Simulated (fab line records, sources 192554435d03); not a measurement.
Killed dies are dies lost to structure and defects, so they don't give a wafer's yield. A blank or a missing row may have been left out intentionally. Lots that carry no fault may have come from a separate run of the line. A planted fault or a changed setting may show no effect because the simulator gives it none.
Chamber matching + flow n5 finfet + 4 sister chambers for N5_BEOL_M11_ETCH_61 on rie diel-02
The step etches SiARC in CF4, target depth 39 nm, time 65 s. 8 wafers are shown with their chamber, then 11 later ones without.

WAFERS WITH THEIR CHAMBER
| wafer  | chamber | throttle valve pct (%) | oes product au (a.u.) |
|--------|---------|------------------------|-----------------------|
| L082.2 | 1       | 16.00                  | 0.59                  |
| L082.5 | 3       | 15.80                  | 0.58                  |
| L084.4 | 2       | 15.62                  | 0.77                  |
| L084.6 | 1       | 16.01                  | 0.58                  |
| L089.1 | 0       | 15.40                  | 0.74                  |
| L089.2 | 2       | 15.64                  | 0.74                  |
| L089.3 | 3       | 15.32                  | 0.82                  |
| L088.1 | 0       | 15.41                  | 0.74                  |

WAFERS MISSING THEIR CHAMBER
| wafer  | throttle valve pct (%) | oes product au (a.u.) |
|--------|------------------------|-----------------------|
| L088.4 | 15.32                  | 0.82                  |
| L088.6 | 15.41                  | 0.73                  |
| L086.3 | 15.41                  | 0.74                  |
| L086.4 | 15.32                  | 0.81                  |
| L086.6 | 15.40                  | 0.74                  |
| L095.2 | 15.50                  | 0.84                  |
| L095.3 | 15.45                  | 0.71                  |
| L095.4 | 15.67                  | 0.72                  |
| L097.1 | 15.35                  | 0.77                  |
| L097.2 | 15.43                  | 0.72                  |
| L097.3 | 15.51                  | 0.82                  |

CHAMBER TAKEN BY EACH
| wafer  | from the rows above          | in truth |
|--------|------------------------------|----------|
| L088.4 | can't be placed: 0 or 2 or 3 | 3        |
| L088.6 | can't be placed: 0 or 3 or 2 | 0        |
| L086.3 | can't be placed: 0 or 3 or 2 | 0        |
| L086.4 | can't be placed: 0 or 3 or 2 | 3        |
| L086.6 | can't be placed: 0 or 3 or 2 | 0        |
| L095.2 | can't be placed: 2 or 0 or 3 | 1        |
| L095.3 | can't be placed: 0 or 3 or 2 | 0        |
| L095.4 | can't be placed: 2 or 3 or 0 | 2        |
| L097.1 | can't be placed: 0 or 3 or 2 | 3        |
| L097.2 | can't be placed: 0 or 3 or 2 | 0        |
| L097.3 | can't be placed: 2 or 0 or 3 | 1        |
Correct placement for 0 of the 11. Unplaceable from these rows: 11, with the true chamber sitting among the candidates in 9. 0 placed wrongly.
How it was worked out, from the rows above alone: a wafer's distance from a chamber is the root of the sum, over the readings, of the square of ((its reading less the chamber's mean) divided by the reading's scatter). The wafer belongs to the nearest chamber; if the next one is less than 2 further off, it can't be placed. A chamber's mean is the mean of its shown wafers. The scatter is the square root of a quotient: the sum, over the shown wafers, of each reading's squared deviation from its chamber's mean, divided by wafers minus chambers.
